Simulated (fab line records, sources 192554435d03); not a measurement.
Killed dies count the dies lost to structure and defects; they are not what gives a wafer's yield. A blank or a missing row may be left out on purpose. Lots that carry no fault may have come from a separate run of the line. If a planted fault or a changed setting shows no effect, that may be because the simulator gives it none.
Matching of chambers + flow n5 finfet + N5_FIN_SAQP_MANDREL_ETCH_58 on rie si-05 has 4 sister chambers
The step etches a-Si in HBr/Cl2, stops on SiNx, target depth 45 nm, bt time 10 s, time 27 s. 14 wafers are shown with their chamber, then 7 later ones without.

## WAFERS PAIRED WITH THEIR CHAMBERS
| wafer  | chamber | drypump motor current A (A) | throttle valve pct (%) | rf fwd power W (W) |
|--------|---------|-----------------------------|------------------------|--------------------|
| L074.1 | 0       | 5.4                         | 35.77                  | 794                |
| L074.2 | 1       | 5.4                         | 35.75                  | 793                |
| L074.3 | 2       | 5.6                         | 35.68                  | 796                |
| L074.4 | 3       | 5.3                         | 35.84                  | 797                |
| L074.5 | 3       | 5.3                         | 35.84                  | 798                |
| L074.6 | 2       | 5.6                         | 35.68                  | 796                |
| L075.1 | 0       | 5.4                         | 35.77                  | 789                |
| L075.4 | 2       | 5.6                         | 35.69                  | 798                |
| L075.5 | 1       | 5.4                         | 35.75                  | 791                |
| L079.4 | 1       | 5.5                         | 35.73                  | 792                |
| L079.5 | 2       | 5.6                         | 35.66                  | 800                |
| L079.6 | 3       | 5.3                         | 35.80                  | 796                |
| L080.2 | 2       | 5.6                         | 35.69                  | 800                |
| L080.3 | 1       | 5.4                         | 35.76                  | 795                |

SIGNATURES (averages over the wafers above)
| reading                 | chamber 0 | chamber 1 | chamber 2 | chamber 3 | scatter within a chamber |
|-------------------------|-----------|-----------|-----------|-----------|--------------------------|
| drypump motor current A | 5.400     | 5.425     | 5.600     | 5.300     | 0.0274                   |
| throttle valve pct      | 35.7700   | 35.7475   | 35.6800   | 35.8267   | 0.0146                   |
| rf fwd power W          | 791.50    | 792.75    | 798.00    | 797.00    | 1.98                     |
Rule: a wafer lies at a distance from a chamber equal to the root of the sum of squares, over the readings, of (its reading less the chamber's mean, divided by the reading's scatter). The wafer belongs to the nearest chamber; if the next one is less than 2 further off, it can't be placed. The scatter is the square root of a quotient: the sum, over the shown wafers, of each reading's squared deviation from its chamber's mean, divided by wafers minus chambers.

## WAFERS WITH NO CHAMBER GIVEN
| wafer  | drypump motor current A (A) | throttle valve pct (%) | rf fwd power W (W) |
|--------|-----------------------------|------------------------|--------------------|
| L080.6 | 5.6                         | 35.68                  | 799                |
| L082.1 | 5.4                         | 35.82                  | 790                |
| L082.5 | 5.4                         | 35.76                  | 791                |
| L082.6 | 5.6                         | 35.69                  | 794                |
| L083.1 | 5.4                         | 35.77                  | 794                |
| L083.4 | 5.4                         | 35.81                  | 788                |
| L083.6 | 5.4                         | 35.74                  | 794                |

## THE CHAMBER EACH PASSED THROUGH
| wafer  | from the rows above          | in truth |
|--------|------------------------------|----------|
| L080.6 | 2                            | 2        |
| L082.1 | can't be placed: 0 or 3 or 1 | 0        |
| L082.5 | can't be placed: 0 or 1      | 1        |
| L082.6 | 2                            | 2        |
| L083.1 | can't be placed: 0 or 1      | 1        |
| L083.4 | can't be placed: 0 or 1      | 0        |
| L083.6 | can't be placed: 1 or 0      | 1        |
2 of 7 placed correctly. These rows do not allow placing 5 (true chamber among the candidates in 5). Wrongly placed: 0.
